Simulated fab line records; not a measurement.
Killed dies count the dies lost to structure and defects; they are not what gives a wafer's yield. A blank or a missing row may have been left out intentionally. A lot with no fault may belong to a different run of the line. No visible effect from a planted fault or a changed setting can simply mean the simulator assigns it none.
Chamber matching || flow n5-finfet || 4 sister chambers for N5_MIM_BOT_ETCH_STRIP_01 on rie-diel-05
The step strips in O2. 4 wafers are shown with their chamber, then 9 later ones without.

EACH WAFER AND ITS CHAMBER
{"wafer": "L088.2", "chamber": 0, "showerhead-plenum-p-Torr (Torr)": 2.15}
{"wafer": "L088.5", "chamber": 1, "showerhead-plenum-p-Torr (Torr)": 1.90}
{"wafer": "L087.5", "chamber": 2, "showerhead-plenum-p-Torr (Torr)": 2.21}
{"wafer": "L087.6", "chamber": 3, "showerhead-plenum-p-Torr (Torr)": 2.14}

WAFERS WITH NO CHAMBER GIVEN
{"wafer": "L091.3", "showerhead-plenum-p-Torr (Torr)": 1.90}
{"wafer": "L091.4", "showerhead-plenum-p-Torr (Torr)": 2.15}
{"wafer": "L091.5", "showerhead-plenum-p-Torr (Torr)": 2.21}
{"wafer": "L092.1", "showerhead-plenum-p-Torr (Torr)": 1.90}
{"wafer": "L092.3", "showerhead-plenum-p-Torr (Torr)": 2.15}
{"wafer": "L092.5", "showerhead-plenum-p-Torr (Torr)": 2.15}
{"wafer": "L095.2", "showerhead-plenum-p-Torr (Torr)": 1.89}
{"wafer": "L095.5", "showerhead-plenum-p-Torr (Torr)": 2.15}
{"wafer": "L095.6", "showerhead-plenum-p-Torr (Torr)": 2.13}

THE CHAMBER EACH PASSED THROUGH
{"wafer": "L091.3", "from the rows above": 1, "in truth": 1}
{"wafer": "L091.4", "from the rows above": 0, "in truth": 0}
{"wafer": "L091.5", "from the rows above": 2, "in truth": 2}
{"wafer": "L092.1", "from the rows above": 1, "in truth": 1}
{"wafer": "L092.3", "from the rows above": 0, "in truth": 0}
{"wafer": "L092.5", "from the rows above": 0, "in truth": 0}
{"wafer": "L095.2", "from the rows above": 1, "in truth": 1}
{"wafer": "L095.5", "from the rows above": 0, "in truth": 0}
{"wafer": "L095.6", "from the rows above": 3, "in truth": 3}
Placed correctly: 9 of 9. Not placeable from these rows: 0. Number placed wrongly: 0.
How it was worked out, from the rows above alone: a wafer's distance from a chamber is the root of the sum, over the readings, of the square of ((its reading less the chamber's mean) divided by the reading's scatter). If the next closest chamber is less than 2 further off than the closest, the wafer can't be placed; otherwise it belongs to the closest. For every chamber, the mean is computed from those of its wafers that are shown. The scatter: with one shown wafer a chamber, the root of the mean of the squares of how far each hidden wafer lies from its nearest shown one.
